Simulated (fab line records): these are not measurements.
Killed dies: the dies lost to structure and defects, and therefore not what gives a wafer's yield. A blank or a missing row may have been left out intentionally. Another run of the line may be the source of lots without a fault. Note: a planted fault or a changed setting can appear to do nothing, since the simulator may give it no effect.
Struck lot and sound lot, side by side -- flow nand harc -- 15 out of 1302 route steps
Sound: these wafers, L607.4, L607.5, L607.6. Wafers L602.2, L602.4, L602.6 were the ones struck. The cause is named last.
Each step with rows lists, per side, the tool, then ch with its chambers, then its first start. Under that, the readings that differ: sound wafers -- struck wafers -- difference of the means -- sigmas: that difference in standard deviations of wafers without a fault.
alike: a reading whose means differ by less than 2 such deviations, as well as words and numbers matching on both sides. not compared: withheld readings; readings where some wafer has no value; bounds like >300 that might hide an equal value; numbers whose values overlap and for which the record gives no deviation.
Wherever a step has rows on one side only, a row that says differs or no value, or a row with sigmas, the two part there. Non-overlapping numbers with no deviation appear without sigmas and do not part them. A reading that every wafer of one side lacks parts them only if that side has two wafers or more.

first, 1 step without rows for these wafers: NHARC_A_CHANNEL_HOLE_D2_SRD_30.
NHARC_A_CHANNEL_HOLE_D2_CD_MEAS_31:
  sound: cd sem-01 at day 21 10:13; struck: cd sem-03 at day 19 14:47
  alike: cd nm
NHARC_A_CHANNEL_HOLE_D2_XSEM_32:
  sound on xsem-02 ch 0, day 21 10:19; struck on xsem-02 ch 0, day 19 14:52
  alike: bot cd nm, bow nm, tilt deg
NHARC_A_CHANNEL_HOLE_D2_INSPECT_40:
  sound: defect inspect-02 at day 21 10:25; struck: defect inspect-02 at day 19 14:58
  alike: raw defect count
then, 3 steps without rows for these wafers: NHARC_A_CHANNEL_FILL_D2_PRECLEAN_00 (cleans in SC1); NHARC_A_CHANNEL_FILL_D2_SRD_01; NHARC_A_CHANNEL_FILL_D2_ALD_02 (deposits SiO2, target thk 6 nm, pulse time 10 s, ald cycles 60).
NHARC_A_CHANNEL_FILL_D2_ALD_03: deposits SiNx, target thk 6 nm, pulse time 60 s, ald cycles 58.
  sound: ald sin batch-03 ch 0; struck: ald sin batch-01 ch 0
  alike: precursor pulse height rel
NHARC_A_CHANNEL_FILL_D2_ALD_14: deposits SiO2, target thk 2.5 nm, pulse time 10 s, ald cycles 25.
  sound on ald hk-03 ch 0,2,3, day 21 15:39; struck on ald hk-03 ch 1,2, day 19 22:01
  alike: heater power w, precursor pulse height rel
then, 1 step without rows for these wafers: NHARC_A_CHANNEL_FILL_D2_ALD_15 (deposits SiNx, target thk 2 nm, pulse time 60 s, ald cycles 19).
NHARC_A_CHANNEL_FILL_D2_ALD_16: deposits SiO2, target thk 1.5 nm, pulse time 10 s, ald cycles 15.
  sound on ald hk-02 ch 0,3, day 21 20:43; struck on ald hk-04 ch 0,1,2, day 20 03:13
  alike: heater power w, precursor pulse height rel
then, 1 step without rows for these wafers: NHARC_A_CHANNEL_FILL_D2_ANNEAL_17 (time 1800 s).
NHARC_A_CHANNEL_FILL_D2_CVD_18: deposits poly-Si, target thk 3 nm.
  sound on lpcvd poly-02 ch 0, day 22 05:54; struck on lpcvd poly-03, day 20 12:56
  no value came back on the struck wafers for spike tc bottom C (C), spike tc centre C (C), zone power centre pct (%); on the sound wafers spike tc bottom C (C) reads 571.4 570.9 572.4
NHARC_A_CHANNEL_FILL_D2_ETCHBACK_19: etches the open film in HBr/Cl2, target depth 5 nm, time 1.7 s.
  sound on rie si-04 ch 2,3, day 22 07:59; struck on rie si-03 ch 1,2,3, day 20 14:58
  alike: drypump motor current A, oes product au, throttle valve pct
  not compared: rf hours counter h
-- jump in the record: it breaks off in module A_CHANNEL_FILL_D2 and resumes in module END (first step shown: number 1302 of the route), and 10 days separate the struck wafers' starts before and after --
NHARC_END_SORT_01:
  sound on prober-02 ch 0, day 32 23:23; struck on prober-02 ch 0, day 31 02:49
reading,sound,struck,difference,sigmas
killed at array,67 51 50,671 673 672,+616,+29
killed dies,67 51 54,677 677 677,+620,+31
  alike: killed at other, killed at periphery, killed open, killed short

WHERE THEY PART
At NHARC_A_CHANNEL_FILL_D2_CVD_18 first; at NHARC_END_SORT_01 last (within this record only).

WHY: what the simulator had put in
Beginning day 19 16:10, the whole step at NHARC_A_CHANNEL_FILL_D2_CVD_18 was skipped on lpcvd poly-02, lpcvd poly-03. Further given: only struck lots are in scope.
